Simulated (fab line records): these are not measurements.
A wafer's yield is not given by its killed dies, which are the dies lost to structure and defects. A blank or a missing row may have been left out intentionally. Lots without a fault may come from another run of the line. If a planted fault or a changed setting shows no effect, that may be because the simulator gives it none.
Which of the tools did it? :: flow nand-harc :: 36 wafers from 12 lots sampled at 4 of the route's 1159 steps

== WHAT EACH GAUGE READ, for each wafer ==
Not one reading of a measure or inspect step in the record can be checked against a usual standard deviation.

== WHAT TOOL EACH LOT RAN ON (gives the tool, then ch and the chambers of the sampled wafers, and finally the start) ==
lot: L378
NHARC_A_BLC_DESCUM_15: rie-diel-03 ch 0,2,3, day 17 02:41
NHARC_A_BLC_ETCH_17: rie-diel-03 ch 0,1,2, day 17 02:56
NHARC_A_BLC_CVD_24: cvd-w-01 ch 0, day 17 10:00 or earlier
NHARC_A_BLC_CMP_25: cmp-02 ch 0,1, day 17 10:00

lot: L377
NHARC_A_BLC_DESCUM_15: rie-diel-08 ch 2,3, day 17 11:56
NHARC_A_BLC_ETCH_17: rie-diel-08 ch 0,1,2, day 17 12:05
NHARC_A_BLC_CVD_24: cvd-w-01 ch 0,1, day 17 18:56 or earlier
NHARC_A_BLC_CMP_25: cmp-02 ch 2,3, day 17 18:56

lot: L379
NHARC_A_BLC_DESCUM_15: rie-diel-03 ch 0,1,2, day 18 00:53
NHARC_A_BLC_ETCH_17: rie-diel-03 ch 0,2,3, day 18 01:06
NHARC_A_BLC_CVD_24: cvd-w-01 ch 0,1, day 18 09:13 or earlier
NHARC_A_BLC_CMP_25: cmp-02 ch 0,1,3, day 18 09:13

lot: L382
NHARC_A_BLC_DESCUM_15: rie-diel-08 ch 0,1,3, day 18 14:27
NHARC_A_BLC_ETCH_17: rie-diel-08 ch 0,1,2, day 18 14:44
NHARC_A_BLC_CVD_24: cvd-w-02 ch 0,1, day 18 17:16 or earlier
NHARC_A_BLC_CMP_25: cmp-01 ch 0,3, day 18 17:16

lot: L384
NHARC_A_BLC_DESCUM_15: rie-diel-03 ch 0,2, day 19 12:32
NHARC_A_BLC_ETCH_17: rie-diel-03 ch 0,2,3, day 19 12:43
NHARC_A_BLC_CVD_24: cvd-w-01 ch 1, day 19 17:02 or earlier
NHARC_A_BLC_CMP_25: cmp-04 ch 2,3, day 19 17:02

lot: L388
NHARC_A_BLC_DESCUM_15: rie-diel-03 ch 0,1,2, day 19 16:00
NHARC_A_BLC_ETCH_17: rie-diel-03 ch 1,3, day 19 16:11
NHARC_A_BLC_CVD_24: cvd-w-01 ch 0,1, day 19 18:36 or earlier
NHARC_A_BLC_CMP_25: cmp-04 ch 0,2,3, day 19 18:36

lot: L387
NHARC_A_BLC_DESCUM_15: rie-diel-03 ch 0,1,2, day 19 17:37
NHARC_A_BLC_ETCH_17: rie-diel-03 ch 0,1,3, day 19 17:50
NHARC_A_BLC_CVD_24: cvd-w-01 ch 0,1, day 19 20:29 or earlier
NHARC_A_BLC_CMP_25: cmp-04 ch 0,2,3, day 19 20:29

lot: L390
NHARC_A_BLC_DESCUM_15: rie-diel-03 ch 1,2, day 20 05:58
NHARC_A_BLC_ETCH_17: rie-diel-03 ch 0,1,3, day 20 06:11
NHARC_A_BLC_CVD_24: cvd-w-02 ch 0,1, day 20 08:32 or earlier
NHARC_A_BLC_CMP_25: cmp-02 ch 0,1,2, day 20 08:32

lot: L393
NHARC_A_BLC_DESCUM_15: rie-diel-11 ch 0,1,3, day 20 18:49
NHARC_A_BLC_ETCH_17: rie-diel-11 ch 0,2,3, day 20 19:02
NHARC_A_BLC_CVD_24: cvd-w-02 ch 0,1, day 20 21:22 or earlier
NHARC_A_BLC_CMP_25: cmp-02 ch 0,1,2, day 20 21:22

lot: L389
NHARC_A_BLC_DESCUM_15: rie-diel-03 ch 0,1,2, day 20 20:26
NHARC_A_BLC_ETCH_17: rie-diel-03 ch 0,1, day 20 20:40
NHARC_A_BLC_CVD_24: cvd-w-02 ch 1, day 20 23:02 or earlier
NHARC_A_BLC_CMP_25: cmp-04 ch 1,2, day 20 23:02

lot: L392
NHARC_A_BLC_DESCUM_15: rie-diel-03 ch 0,2, day 20 21:52
NHARC_A_BLC_ETCH_17: rie-diel-03 ch 0,1,2, day 20 22:01
NHARC_A_BLC_CVD_24: cvd-w-02 ch 0,1, day 21 00:25 or earlier
NHARC_A_BLC_CMP_25: cmp-04 ch 0,1,2, day 21 00:25

lot: L399
NHARC_A_BLC_DESCUM_15: rie-diel-11 ch 1,2,3, day 22 19:47
NHARC_A_BLC_ETCH_17: rie-diel-11 ch 1,2,3, day 22 19:58
NHARC_A_BLC_CVD_24: cvd-w-02 ch 0,1, day 23 00:47 or earlier
NHARC_A_BLC_CMP_25: cmp-04 ch 1,2,3, day 23 00:47
- NHARC_A_BLC_DESCUM_15: chemistry O2, time 3 s.
- NHARC_A_BLC_ETCH_17: etches the open film in N2/H2, target depth 390 nm, time 609.38 s.
- NHARC_A_BLC_CVD_24: deposits W, target thk 150 nm, time 434 s.
- NHARC_A_BLC_CMP_25: polishes, t overpolish 30 s, target thk 150 nm.

== WHAT THE TOOLS THEMSELVES READ (means of the sampled wafers that have a number; where no wafer has one, the mark that the record gives instead) ==
NHARC_A_BLC_DESCUM_15.
lot: L378
tool: rie-diel-03
drypump-motor-current-A (A): 5.6
oes-product-au (a.u.): 0.994
rf-vpp-V (V): 56.7
showerhead-plenum-p-Torr (Torr): 1.91
throttle-valve-pct (%): 11.309

lot: L377
tool: rie-diel-08
drypump-motor-current-A (A): 5.5
oes-product-au (a.u.): 0.999
rf-vpp-V (V): 57.8
showerhead-plenum-p-Torr (Torr): 1.84
throttle-valve-pct (%): 11.309

lot: L379
tool: rie-diel-03
drypump-motor-current-A (A): 5.7
oes-product-au (a.u.): 1.009
rf-vpp-V (V): 58.1
showerhead-plenum-p-Torr (Torr): 1.95
throttle-valve-pct (%): 11.317

lot: L382
tool: rie-diel-08
drypump-motor-current-A (A): 5.5
oes-product-au (a.u.): 0.997
rf-vpp-V (V): 58.6
showerhead-plenum-p-Torr (Torr): 1.90
throttle-valve-pct (%): 11.309

lot: L384
tool: rie-diel-03
drypump-motor-current-A (A): 6.1
oes-product-au (a.u.): 1.001
rf-vpp-V (V): 58.2
showerhead-plenum-p-Torr (Torr): 1.89
throttle-valve-pct (%): 11.320

lot: L388
tool: rie-diel-03
drypump-motor-current-A (A): 5.6
oes-product-au (a.u.): 1.008
rf-vpp-V (V): 57.0
showerhead-plenum-p-Torr (Torr): 1.95
throttle-valve-pct (%): 11.308

lot: L387
tool: rie-diel-03
drypump-motor-current-A (A): 5.6
oes-product-au (a.u.): 1.008
rf-vpp-V (V): 58.3
showerhead-plenum-p-Torr (Torr): 1.95
throttle-valve-pct (%): 11.317

lot: L390
tool: rie-diel-03
drypump-motor-current-A (A): 5.8
oes-product-au (a.u.): 1.004
rf-vpp-V (V): 58.4
showerhead-plenum-p-Torr (Torr): 1.99
throttle-valve-pct (%): 11.306

lot: L393
tool: rie-diel-11
drypump-motor-current-A (A): 5.7
oes-product-au (a.u.): 0.996
rf-vpp-V (V): 57.8
showerhead-plenum-p-Torr (Torr): 1.85
throttle-valve-pct (%): 11.315

lot: L389
tool: rie-diel-03
drypump-motor-current-A (A): 5.6
oes-product-au (a.u.): 1.005
rf-vpp-V (V): 58.5
showerhead-plenum-p-Torr (Torr): 1.95
throttle-valve-pct (%): 11.314

lot: L392
tool: rie-diel-03
drypump-motor-current-A (A): 6.2
oes-product-au (a.u.): 1.002
rf-vpp-V (V): 57.2
showerhead-plenum-p-Torr (Torr): 1.89
throttle-valve-pct (%): 11.325

lot: L399
tool: rie-diel-11
drypump-motor-current-A (A): 5.9
oes-product-au (a.u.): 1.005
rf-vpp-V (V): 57.4
showerhead-plenum-p-Torr (Torr): 1.85
throttle-valve-pct (%): 11.319

NHARC_A_BLC_ETCH_17.
lot: L378
tool: rie-diel-03
drypump-motor-current-A (A): 5.7
oes-product-au (a.u.): 1.000
rf-vpp-V (V): 431.3
run-length-s (s): 631.3
showerhead-plenum-p-Torr (Torr): 2.08
throttle-valve-pct (%): 14.172

lot: L377
tool: rie-diel-08
drypump-motor-current-A (A): 5.8
oes-product-au (a.u.): 1.002
rf-vpp-V (V): 430.2
run-length-s (s): 630.0
showerhead-plenum-p-Torr (Torr): 1.99
throttle-valve-pct (%): 14.169

lot: L379
tool: rie-diel-03
drypump-motor-current-A (A): 5.7
oes-product-au (a.u.): 0.994
rf-vpp-V (V): 429.8
run-length-s (s): 630.7
showerhead-plenum-p-Torr (Torr): 2.03
throttle-valve-pct (%): 14.160

lot: L382
tool: rie-diel-08
drypump-motor-current-A (A): 5.7
oes-product-au (a.u.): 1.009
rf-vpp-V (V): 429.6
run-length-s (s): 630.0
showerhead-plenum-p-Torr (Torr): 1.99
throttle-valve-pct (%): 14.169

lot: L384
tool: rie-diel-03
drypump-motor-current-A (A): 5.7
oes-product-au (a.u.): 1.004
rf-vpp-V (V): 430.7
run-length-s (s): 630.8
showerhead-plenum-p-Torr (Torr): 2.03
throttle-valve-pct (%): 14.176

lot: L388
tool: rie-diel-03
drypump-motor-current-A (A): 5.3
oes-product-au (a.u.): 1.006
rf-vpp-V (V): 433.9
run-length-s (s): 630.8
showerhead-plenum-p-Torr (Torr): 2.10
throttle-valve-pct (%): 14.164

lot: L387
tool: rie-diel-03
drypump-motor-current-A (A): 5.2
oes-product-au (a.u.): 1.006
rf-vpp-V (V): 432.2
run-length-s (s): 631.2
showerhead-plenum-p-Torr (Torr): 2.10
throttle-valve-pct (%): 14.167

lot: L390
tool: rie-diel-03
drypump-motor-current-A (A): 5.2
oes-product-au (a.u.): 1.007
rf-vpp-V (V): 431.5
run-length-s (s): 630.9
showerhead-plenum-p-Torr (Torr): 2.10
throttle-valve-pct (%): 14.161

lot: L393
tool: rie-diel-11
drypump-motor-current-A (A): 6.1
oes-product-au (a.u.): 1.001
rf-vpp-V (V): 429.5
run-length-s (s): 630.4
showerhead-plenum-p-Torr (Torr): 2.02
throttle-valve-pct (%): 14.173

lot: L389
tool: rie-diel-03
drypump-motor-current-A (A): 5.2
oes-product-au (a.u.): 1.002
rf-vpp-V (V): 433.8
run-length-s (s): 589.8
showerhead-plenum-p-Torr (Torr): 2.15
throttle-valve-pct (%): 14.166

lot: L392
tool: rie-diel-03
drypump-motor-current-A (A): 5.7
oes-product-au (a.u.): 1.001
rf-vpp-V (V): 431.5
run-length-s (s): 589.5
showerhead-plenum-p-Torr (Torr): 2.08
throttle-valve-pct (%): 14.180

lot: L399
tool: rie-diel-11
drypump-motor-current-A (A): 5.9
oes-product-au (a.u.): 0.998
rf-vpp-V (V): 427.2
run-length-s (s): 630.8
showerhead-plenum-p-Torr (Torr): 1.97
throttle-valve-pct (%): 14.167

NHARC_A_BLC_CVD_24.
lot: L378
tool: cvd-w-01
heater-power-w (W): 459
susceptor-temp-C (C): 299.97
throttle-valve-pct (%): 8.26

lot: L377
tool: cvd-w-01
heater-power-w (W): 525
susceptor-temp-C (C): 300.01
throttle-valve-pct (%): 8.04

lot: L379
tool: cvd-w-01
heater-power-w (W): 496
susceptor-temp-C (C): 300.03
throttle-valve-pct (%): 8.21

lot: L382
tool: cvd-w-02
heater-power-w (W): 509
susceptor-temp-C (C): 300.01
throttle-valve-pct (%): 8.18

lot: L384
tool: cvd-w-01
heater-power-w (W): 560
susceptor-temp-C (C): 299.76
throttle-valve-pct (%): 7.95

lot: L388
tool: cvd-w-01
heater-power-w (W): 491
susceptor-temp-C (C): 300.05
throttle-valve-pct (%): 8.18

lot: L387
tool: cvd-w-01
heater-power-w (W): 491
susceptor-temp-C (C): 299.86
throttle-valve-pct (%): 8.35

lot: L390
tool: cvd-w-02
heater-power-w (W): 516
susceptor-temp-C (C): 299.78
throttle-valve-pct (%): 8.41

lot: L393
tool: cvd-w-02
heater-power-w (W): 524
susceptor-temp-C (C): 299.89
throttle-valve-pct (%): 8.47

lot: L389
tool: cvd-w-02
heater-power-w (W): 538
susceptor-temp-C (C): 299.99
throttle-valve-pct (%): 8.13

lot: L392
tool: cvd-w-02
heater-power-w (W): 493
susceptor-temp-C (C): 300.17
throttle-valve-pct (%): 8.59

lot: L399
tool: cvd-w-02
heater-power-w (W): 497
susceptor-temp-C (C): 300.08
throttle-valve-pct (%): 8.59

NHARC_A_BLC_CMP_25.
lot: L378
tool: cmp-02
motor-current-A (A): 11.1
overpolish-run-s (s): 30.002
time-to-endpoint-s (s): 26

lot: L377
tool: cmp-02
motor-current-A (A): 10.8
overpolish-run-s (s): 29.993
time-to-endpoint-s (s): 33

lot: L379
tool: cmp-02
motor-current-A (A): 10.9
overpolish-run-s (s): 29.997
time-to-endpoint-s (s): 27

lot: L382
tool: cmp-01
motor-current-A (A): 12.2
overpolish-run-s (s): 30.002
time-to-endpoint-s (s): 37

lot: L384
tool: cmp-04
motor-current-A (A): 10.4
overpolish-run-s (s): 29.996
time-to-endpoint-s (s): 29

lot: L388
tool: cmp-04
motor-current-A (A): 11.0
overpolish-run-s (s): 29.994
time-to-endpoint-s (s): 30

lot: L387
tool: cmp-04
motor-current-A (A): 11.1
overpolish-run-s (s): 29.996
time-to-endpoint-s (s): 28

lot: L390
tool: cmp-02
motor-current-A (A): 10.4
overpolish-run-s (s): 30.004
time-to-endpoint-s (s): 29

lot: L393
tool: cmp-02
motor-current-A (A): 10.8
overpolish-run-s (s): 29.995
time-to-endpoint-s (s): 29

lot: L389
tool: cmp-04
motor-current-A (A): 10.4
overpolish-run-s (s): 30.011
time-to-endpoint-s (s): 34

lot: L392
tool: cmp-04
motor-current-A (A): 10.9
overpolish-run-s (s): 30.003
time-to-endpoint-s (s): 29

lot: L399
tool: cmp-04
motor-current-A (A): 10.9
overpolish-run-s (s): 30.003
time-to-endpoint-s (s): 33

== THE ANSWER, worked out from the rows above alone ==
Rule: what is usual is taken from the lots themselves. The widest of any qualifying gaps counts: lots, ordered by their means at a reading, are off when they make up no more than a third of the lots, leave a main group of 4 or more, and stand apart from it by 3 or more times the standard deviation of that group's means. The tables above print the reading to a certain number of digits; a main group whose means all agree to those digits is not used. Also off: a lot with no number at a reading for which 4 or more lots have one. All remaining lots with rows at the step are treated as sound. The gauges are gone through in route order, then the tools' own readings, and for those a lot's mean is taken as printed above. The first step at which some lot is off is used, and at that step the reading that is off furthest; a lot without a number counts as furthest.
Off: L389, L392, at NHARC_A_BLC_ETCH_17 (run-length-s). For the main group the mean is 630.7 s and the standard deviation 0.42.
A tool fits if, at that step or a process step before it, it ran every lot that is off, and no sound lot after the first of them. One fits: rie-diel-03 at NHARC_A_BLC_DESCUM_15 and NHARC_A_BLC_ETCH_17. At NHARC_A_BLC_DESCUM_15 its last sound lot is L390 (day 20 05:58), its first lot that is off L389 (day 20 20:26): a fault that began between those two fits.

== WHAT THE SIMULATOR PUT IN ==
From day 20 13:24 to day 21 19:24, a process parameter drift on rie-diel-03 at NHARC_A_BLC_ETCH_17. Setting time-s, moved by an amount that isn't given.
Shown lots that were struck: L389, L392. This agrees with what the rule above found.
